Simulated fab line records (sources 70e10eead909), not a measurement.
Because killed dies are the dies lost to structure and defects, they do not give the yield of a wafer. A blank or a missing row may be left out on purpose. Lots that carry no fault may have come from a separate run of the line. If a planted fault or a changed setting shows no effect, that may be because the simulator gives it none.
Chamber matching | flow nand harc | 4 sister chambers for NHARC_P_BONDPAD_DESCUM_11 on rie diel-01
The step chemistry O2, time 3 s. 20 wafers are shown with their chamber, then 10 later ones without.

== EACH WAFER AND ITS CHAMBER ==
wafer  | chamber | drypump motor current A (A) | oes product au (a.u.) | rf vpp V (V)
L075.1 | 2       | 5.8                         | 1.004                 | 58.8
L075.3 | 3       | 6.2                         | 0.996                 | 55.8
L075.4 | 1       | 5.1                         | 0.993                 | 57.0
L077.3 | 3       | 6.1                         | 0.999                 | 58.0
L077.5 | 2       | 5.8                         | 0.996                 | 56.1
L077.6 | 3       | 6.1                         | 0.986                 | 56.8
L079.1 | 1       | 5.1                         | 0.990                 | 57.2
L079.4 | 0       | 5.2                         | 0.998                 | 57.1
L079.5 | 2       | 5.8                         | 0.994                 | 59.7
L080.2 | 2       | 5.8                         | 1.005                 | 59.5
L080.4 | 3       | 6.1                         | 0.989                 | 56.4
L080.6 | 3       | 6.2                         | 0.991                 | 57.2
L082.3 | 3       | 6.1                         | 0.992                 | 57.8
L082.5 | 2       | 5.8                         | 1.004                 | 58.0
L082.6 | 3       | 6.1                         | 0.989                 | 56.8
L083.1 | 0       | 5.2                         | 1.011                 | 57.7
L083.2 | 1       | 5.1                         | 0.995                 | 57.2
L083.3 | 3       | 6.1                         | 0.998                 | 56.9
L085.4 | 0       | 5.2                         | 1.012                 | 56.6
L085.5 | 3       | 6.1                         | 0.991                 | 58.9

SIGNATURES (means of the wafers above)
reading                 | chamber 0 | chamber 1 | chamber 2 | chamber 3 | scatter within a chamber
drypump motor current A | 5.200     | 5.100     | 5.800     | 6.122     | 0.0312
oes product au          | 1.00700   | 0.99267   | 1.00060   | 0.99233   | 0.00499
rf vpp V                | 57.133    | 57.133    | 58.420    | 57.178    | 1
Rule: for each reading, subtract the chamber's mean from the wafer's reading, divide by that reading's scatter and square the result; add these up over the readings and take the root, which gives the wafer's distance from the chamber. If the next closest chamber is less than 2 further off than the closest, the wafer can't be placed; otherwise it belongs to the closest. The scatter is the square root of a quotient: the sum, over the shown wafers, of each reading's squared deviation from its chamber's mean, divided by wafers minus chambers.

== WAFERS MISSING THEIR CHAMBER ==
wafer  | drypump motor current A (A) | oes product au (a.u.) | rf vpp V (V)
L085.6 | 5.9                         | 1.005                 | 58.6
L087.2 | 6.1                         | 0.998                 | 57.5
L087.3 | 5.2                         | 1.011                 | 57.1
L087.6 | 6.1                         | 0.998                 | 57.8
L090.2 | 6.1                         | 0.999                 | 57.2
L090.3 | 5.2                         | 0.999                 | 57.6
L090.6 | 5.2                         | 1.001                 | 57.7
L091.1 | 5.2                         | 1.014                 | 57.4
L091.4 | 5.2                         | 1.005                 | 56.7
L091.6 | 5.2                         | 1.008                 | 58.2

== THE CHAMBER EACH PASSED THROUGH ==
wafer  | from the rows above     | in truth
L085.6 | 2                       | 2
L087.2 | 3                       | 3
L087.3 | 0                       | 0
L087.6 | 3                       | 3
L090.2 | 3                       | 3
L090.3 | can't be placed: 0 or 1 | 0
L090.6 | 0                       | 0
L091.1 | 0                       | 0
L091.4 | 0                       | 0
L091.6 | 0                       | 0
Correctly placed: 9 of 10. Cannot be placed on the basis of these rows: 1; the candidates contain the true chamber in 1. 0 placed wrongly.
